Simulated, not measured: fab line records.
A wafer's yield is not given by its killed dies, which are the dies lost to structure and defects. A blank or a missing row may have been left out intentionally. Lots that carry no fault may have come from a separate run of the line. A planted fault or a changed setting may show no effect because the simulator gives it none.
Split-lot study / flow n5Finfet / 7 lots, 39 wafers read, on a route of 1938 steps

THE SPLIT
At N5_SD_EPI_N_LINER_46 (material SiNx, target thk 3 nm), the setting targetThkA was moved away from the recipe's 30 angstrom on 15 of the 39 wafers read, by -11.9% to +12.2%. This setting was run at the recipe's value on the other wafers.

The reading is taken at the split's own step.

THE READING
SiNx_of_SD_EPI_N_LINER_46.thkNm (the simulator's own value, which no gauge read), in nm, at N5_SD_EPI_N_LINER_46 (material SiNx, target thk 3 nm). The file gives no usual value for it.

wafer=L074.1; tool, chamber at the split=aldSin-02, 2,0,3; targetThkA as run, angstrom=30; against the recipe=recipe; SiNx_of_SD_EPI_N_LINER_46.thkNm, nm=3; against lot-mates on the recipe=-
wafer=L074.2; tool, chamber at the split=aldSin-02, 2,0,3; targetThkA as run, angstrom=30; against the recipe=recipe; SiNx_of_SD_EPI_N_LINER_46.thkNm, nm=3; against lot-mates on the recipe=-
wafer=L074.3; tool, chamber at the split=aldSin-02, 2,0,3; targetThkA as run, angstrom=30; against the recipe=recipe; SiNx_of_SD_EPI_N_LINER_46.thkNm, nm=3; against lot-mates on the recipe=-
wafer=L074.4; tool, chamber at the split=aldSin-02, 1,0,3; targetThkA as run, angstrom=27.42; against the recipe=-8.6%; SiNx_of_SD_EPI_N_LINER_46.thkNm, nm=2.8; against lot-mates on the recipe=-0.2
wafer=L074.5; tool, chamber at the split=aldSin-02, 1,0,3; targetThkA as run, angstrom=27.42; against the recipe=-8.6%; SiNx_of_SD_EPI_N_LINER_46.thkNm, nm=2.8; against lot-mates on the recipe=-0.2
wafer=L074.6; tool, chamber at the split=aldSin-02, 1,0,3; targetThkA as run, angstrom=27.42; against the recipe=-8.6%; SiNx_of_SD_EPI_N_LINER_46.thkNm, nm=2.8; against lot-mates on the recipe=-0.2
wafer=L075.3; tool, chamber at the split=aldSin-04, 3,0,3; targetThkA as run, angstrom=30; against the recipe=recipe; SiNx_of_SD_EPI_N_LINER_46.thkNm, nm=3; against lot-mates on the recipe=-
wafer=L075.4; tool, chamber at the split=aldSin-04, 3,0,3; targetThkA as run, angstrom=30; against the recipe=recipe; SiNx_of_SD_EPI_N_LINER_46.thkNm, nm=3; against lot-mates on the recipe=-
wafer=L075.5; tool, chamber at the split=aldSin-04, 3,0,3; targetThkA as run, angstrom=30; against the recipe=recipe; SiNx_of_SD_EPI_N_LINER_46.thkNm, nm=3; against lot-mates on the recipe=-
wafer=L077.1; tool, chamber at the split=aldSin-02, 3,1,2; targetThkA as run, angstrom=30; against the recipe=recipe; SiNx_of_SD_EPI_N_LINER_46.thkNm, nm=3; against lot-mates on the recipe=-
wafer=L077.2; tool, chamber at the split=aldSin-02, 3,1,2; targetThkA as run, angstrom=30; against the recipe=recipe; SiNx_of_SD_EPI_N_LINER_46.thkNm, nm=3; against lot-mates on the recipe=-
wafer=L077.3; tool, chamber at the split=aldSin-02, 3,1,2; targetThkA as run, angstrom=30; against the recipe=recipe; SiNx_of_SD_EPI_N_LINER_46.thkNm, nm=3; against lot-mates on the recipe=-
wafer=L077.4; tool, chamber at the split=aldSin-02, 0,3,2; targetThkA as run, angstrom=26.43; against the recipe=-11.9%; SiNx_of_SD_EPI_N_LINER_46.thkNm, nm=2.6; against lot-mates on the recipe=-0.4
wafer=L077.5; tool, chamber at the split=aldSin-02, 0,3,2; targetThkA as run, angstrom=26.43; against the recipe=-11.9%; SiNx_of_SD_EPI_N_LINER_46.thkNm, nm=2.6; against lot-mates on the recipe=-0.4
wafer=L077.6; tool, chamber at the split=aldSin-02, 0,3,2; targetThkA as run, angstrom=26.43; against the recipe=-11.9%; SiNx_of_SD_EPI_N_LINER_46.thkNm, nm=2.6; against lot-mates on the recipe=-0.4
wafer=L083.1; tool, chamber at the split=aldSin-04, 1,2,3; targetThkA as run, angstrom=30; against the recipe=recipe; SiNx_of_SD_EPI_N_LINER_46.thkNm, nm=3; against lot-mates on the recipe=-
wafer=L083.4; tool, chamber at the split=aldSin-04, 1,2,3; targetThkA as run, angstrom=30; against the recipe=recipe; SiNx_of_SD_EPI_N_LINER_46.thkNm, nm=3; against lot-mates on the recipe=-
wafer=L083.5; tool, chamber at the split=aldSin-04, 1,2,3; targetThkA as run, angstrom=30; against the recipe=recipe; SiNx_of_SD_EPI_N_LINER_46.thkNm, nm=3; against lot-mates on the recipe=-
wafer=L083.2; tool, chamber at the split=aldSin-04, 3,0,2; targetThkA as run, angstrom=33.67; against the recipe=+12.2%; SiNx_of_SD_EPI_N_LINER_46.thkNm, nm=3.4; against lot-mates on the recipe=+0.4
wafer=L083.3; tool, chamber at the split=aldSin-04, 3,0,2; targetThkA as run, angstrom=33.67; against the recipe=+12.2%; SiNx_of_SD_EPI_N_LINER_46.thkNm, nm=3.4; against lot-mates on the recipe=+0.4
wafer=L083.6; tool, chamber at the split=aldSin-04, 3,0,2; targetThkA as run, angstrom=33.67; against the recipe=+12.2%; SiNx_of_SD_EPI_N_LINER_46.thkNm, nm=3.4; against lot-mates on the recipe=+0.4
wafer=L084.1; tool, chamber at the split=aldSin-04, 3,2,0; targetThkA as run, angstrom=30; against the recipe=recipe; SiNx_of_SD_EPI_N_LINER_46.thkNm, nm=3; against lot-mates on the recipe=-
wafer=L084.2; tool, chamber at the split=aldSin-04, 3,2,0; targetThkA as run, angstrom=30; against the recipe=recipe; SiNx_of_SD_EPI_N_LINER_46.thkNm, nm=3; against lot-mates on the recipe=-
wafer=L084.6; tool, chamber at the split=aldSin-04, 3,2,0; targetThkA as run, angstrom=30; against the recipe=recipe; SiNx_of_SD_EPI_N_LINER_46.thkNm, nm=3; against lot-mates on the recipe=-
wafer=L084.3; tool, chamber at the split=aldSin-04, 1; targetThkA as run, angstrom=32.9; against the recipe=+9.7%; SiNx_of_SD_EPI_N_LINER_46.thkNm, nm=3.2; against lot-mates on the recipe=+0.2
wafer=L084.5; tool, chamber at the split=aldSin-04, 1; targetThkA as run, angstrom=32.9; against the recipe=+9.7%; SiNx_of_SD_EPI_N_LINER_46.thkNm, nm=3.2; against lot-mates on the recipe=+0.2
wafer=L084.4; tool, chamber at the split=aldSin-04, 0; targetThkA as run, angstrom=32.9; against the recipe=+9.7%; SiNx_of_SD_EPI_N_LINER_46.thkNm, nm=3.4; against lot-mates on the recipe=+0.4
wafer=L087.1; tool, chamber at the split=aldSin-04, 2,0,2; targetThkA as run, angstrom=30; against the recipe=recipe; SiNx_of_SD_EPI_N_LINER_46.thkNm, nm=3; against lot-mates on the recipe=-
wafer=L087.2; tool, chamber at the split=aldSin-04, 2,0,2; targetThkA as run, angstrom=30; against the recipe=recipe; SiNx_of_SD_EPI_N_LINER_46.thkNm, nm=3; against lot-mates on the recipe=-
wafer=L087.6; tool, chamber at the split=aldSin-04, 2,0,2; targetThkA as run, angstrom=30; against the recipe=recipe; SiNx_of_SD_EPI_N_LINER_46.thkNm, nm=3; against lot-mates on the recipe=-
wafer=L087.3; tool, chamber at the split=aldSin-04, 3,1,1; targetThkA as run, angstrom=32.36; against the recipe=+7.9%; SiNx_of_SD_EPI_N_LINER_46.thkNm, nm=3.2; against lot-mates on the recipe=+0.2
wafer=L087.4; tool, chamber at the split=aldSin-04, 3,1,1; targetThkA as run, angstrom=32.36; against the recipe=+7.9%; SiNx_of_SD_EPI_N_LINER_46.thkNm, nm=3.2; against lot-mates on the recipe=+0.2
wafer=L087.5; tool, chamber at the split=aldSin-04, 3,1,1; targetThkA as run, angstrom=32.36; against the recipe=+7.9%; SiNx_of_SD_EPI_N_LINER_46.thkNm, nm=3.2; against lot-mates on the recipe=+0.2
wafer=L096.1; tool, chamber at the split=aldSin-03, 0,1,3,2,3,2; targetThkA as run, angstrom=30; against the recipe=recipe; SiNx_of_SD_EPI_N_LINER_46.thkNm, nm=3; against lot-mates on the recipe=-
wafer=L096.2; tool, chamber at the split=aldSin-03, 0,1,3,2,3,2; targetThkA as run, angstrom=30; against the recipe=recipe; SiNx_of_SD_EPI_N_LINER_46.thkNm, nm=3; against lot-mates on the recipe=-
wafer=L096.3; tool, chamber at the split=aldSin-03, 0,1,3,2,3,2; targetThkA as run, angstrom=30; against the recipe=recipe; SiNx_of_SD_EPI_N_LINER_46.thkNm, nm=3; against lot-mates on the recipe=-
wafer=L096.4; tool, chamber at the split=aldSin-03, 0,1,3,2,3,2; targetThkA as run, angstrom=30; against the recipe=recipe; SiNx_of_SD_EPI_N_LINER_46.thkNm, nm=3; against lot-mates on the recipe=-
wafer=L096.5; tool, chamber at the split=aldSin-03, 0,1,3,2,3,2; targetThkA as run, angstrom=30; against the recipe=recipe; SiNx_of_SD_EPI_N_LINER_46.thkNm, nm=3; against lot-mates on the recipe=-
wafer=L096.6; tool, chamber at the split=aldSin-03, 0,1,3,2,3,2; targetThkA as run, angstrom=30; against the recipe=recipe; SiNx_of_SD_EPI_N_LINER_46.thkNm, nm=3; against lot-mates on the recipe=-
Rows listing several chambers each stand for several wafers; the file does not say which wafer went through which chamber.

THE FIT
A straight line over all 39 wafers: SiNx_of_SD_EPI_N_LINER_46.thkNm changes by +0.0298 nm for each +1% of targetThkA; r = +0.98; the points scatter about the line by 0.037 nm.
The same after taking each lot's own level away (the mean of its wafers on the recipe; 39 wafers): +0.0298 nm for each +1%; r = +0.98; scatter 0.037 nm.
On that fit, the largest move of targetThkA shifts the reading by 0.36 nm.
The lots' own levels span 3.00 to 3.00 nm.
The two slopes are in agreement: the lot-to-lot level therefore moves the slope only a little.
Check: +0.36 nm against its lot-mates is what the line predicts for one of the wafers moved furthest among these (+12.2%) when that wafer is left out of the fit. Against them it came out at +0.4 nm.

THESE WAFERS: OTHER SPLITS
Other splits were also applied to these wafers ahead of the reading. Each is held against what the fit with the lots' levels taken away leaves over:
other split on the same wafers=N5_FIN_SAQP_ALD_61 tempC; wafers away from the commonest value=12; r with SiNx_of_SD_EPI_N_LINER_46.thkNm (lot level and that fit taken away)=+0.01
other split on the same wafers=N5_FIN_SAQP_MANDREL_ETCH_22 targetDepthA; wafers away from the commonest value=12; r with SiNx_of_SD_EPI_N_LINER_46.thkNm (lot level and that fit taken away)=+0.21
other split on the same wafers=N5_DUMMY_GATE_CVD_03 tempC; wafers away from the commonest value=30; r with SiNx_of_SD_EPI_N_LINER_46.thkNm (lot level and that fit taken away)=-0.08
other split on the same wafers=N5_DUMMY_GATE_EXPOSE_12 doseMj; wafers away from the commonest value=15; r with SiNx_of_SD_EPI_N_LINER_46.thkNm (lot level and that fit taken away)=+0.34

THE FILE'S OWN FIT
SiNx_of_SD_EPI_N_LINER_46.thkNm changes by +0.0298 nm for each +1% of targetThkA, r = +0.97.
